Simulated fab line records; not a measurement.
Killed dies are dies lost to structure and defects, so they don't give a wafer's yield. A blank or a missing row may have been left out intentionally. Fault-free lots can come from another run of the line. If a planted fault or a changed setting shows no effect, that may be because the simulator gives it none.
Matching of chambers + flow nand_harc + NHARC_P_GATE_ALD_36 on ald_sin-03 has 4 sister chambers
The step deposits SiNx, target thk 20 nm, pulse time 60 s, ald cycles 223. 8 wafers are shown with their chamber, then 10 later ones without.

WAFERS WITH THEIR CHAMBER
| wafer  | chamber | heater_power_w (W) | precursor_pulse_height_rel |
|--------|---------|--------------------|----------------------------|
| L087.1 | 0       | 835                | 0.964                      |
| L088.1 | 3       | 866                | 1.014                      |
| L088.4 | 0       | 826                | 0.989                      |
| L088.3 | 1       | 796                | 1.040                      |
| L088.5 | 2       | 890                | 0.962                      |
| L088.6 | 3       | 894                | 0.982                      |
| L096.3 | 1       | 785                | 0.976                      |
| L096.1 | 2       | 880                | 0.975                      |

WAFERS WITHOUT THEIR CHAMBER
| wafer  | heater_power_w (W) | precursor_pulse_height_rel |
|--------|--------------------|----------------------------|
| L096.2 | 846                | 1.007                      |
| L096.6 | 791                | 0.992                      |
| L096.4 | 904                | 0.976                      |
| L096.5 | 860                | 1.009                      |
| L097.1 | 795                | 0.979                      |
| L097.3 | 877                | 1.025                      |
| L097.4 | 849                | 1.013                      |
| L097.2 | 868                | 0.993                      |
| L097.5 | 784                | 1.049                      |
| L097.6 | 891                | 0.983                      |

EACH ONE'S CHAMBER
| wafer  | from the rows above          | in truth |
|--------|------------------------------|----------|
| L096.2 | can't be placed: 0 or 3 or 2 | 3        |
| L096.6 | 1                            | 1        |
| L096.4 | can't be placed: 2 or 3      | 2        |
| L096.5 | can't be placed: 3 or 2 or 0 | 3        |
| L097.1 | can't be placed: 1 or 0      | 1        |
| L097.3 | can't be placed: 3 or 2      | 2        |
| L097.4 | can't be placed: 0 or 3 or 2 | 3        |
| L097.2 | can't be placed: 3 or 2      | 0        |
| L097.5 | 1                            | 1        |
| L097.6 | can't be placed: 2 or 3      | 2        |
Correct placement for 2 of the 10. These rows do not allow placing 8 (true chamber among the candidates in 7). Placed wrongly: 0.
How it was worked out, from the rows above alone: a wafer's distance from a chamber is the root of the sum, over the readings, of the square of ((its reading less the chamber's mean) divided by the reading's scatter). The wafer belongs to the nearest chamber; if the next one is less than 2 further off, it can't be placed. For every chamber, the mean is computed from those of its wafers that are shown. The scatter: the root of (the sum of the squares of (reading less its chamber's mean) over the shown wafers, divided by (wafers less chambers)).
